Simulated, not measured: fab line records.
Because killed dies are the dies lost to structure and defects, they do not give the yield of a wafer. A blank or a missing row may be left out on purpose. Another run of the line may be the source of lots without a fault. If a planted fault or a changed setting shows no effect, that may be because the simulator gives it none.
Matching of chambers -- flow n5 finfet -- rie diel-05 running N5_BEOL_M9_ETCH_61: 4 sister chambers
The step etches SiARC in CF4, target depth 39 nm, time 65 s. 4 wafers are shown with their chamber, then 9 later ones without.

## WAFERS PAIRED WITH THEIR CHAMBERS
wafer,chamber,drypump motor current A (A)
L083.1,2,6.5
L084.3,3,6.3
L085.1,0,5.4
L085.5,1,5.6

## WAFERS WHOSE CHAMBER IS MISSING
wafer,drypump motor current A (A)
L088.2,6.5
L088.3,5.6
L088.5,6.4
L091.1,6.5
L091.3,5.6
L091.4,6.3
L097.1,5.6
L097.2,5.5
L097.6,6.5

## WHICH CHAMBER EACH ONE RAN IN
wafer,from the rows above,in truth
L088.2,2,2
L088.3,1,1
L088.5,can't be placed: 2 or 3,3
L091.1,2,2
L091.3,1,1
L091.4,3,3
L097.1,1,1
L097.2,can't be placed: 0 or 1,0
L097.6,2,2
Correct placement for 7 of the 9. Cannot be placed on the basis of these rows: 2; the candidates contain the true chamber in 2. Wrongly placed: 0.
How it was worked out, from the rows above alone: a wafer's distance from a chamber is the root of the sum, over the readings, of the square of ((its reading less the chamber's mean) divided by the reading's scatter). The wafer belongs to the nearest chamber; if the next one is less than 2 further off, it can't be placed. Each chamber's mean is taken over the wafers shown for it. The scatter: root of mean squared gap, hidden wafer to nearest shown wafer, with one shown wafer a chamber.
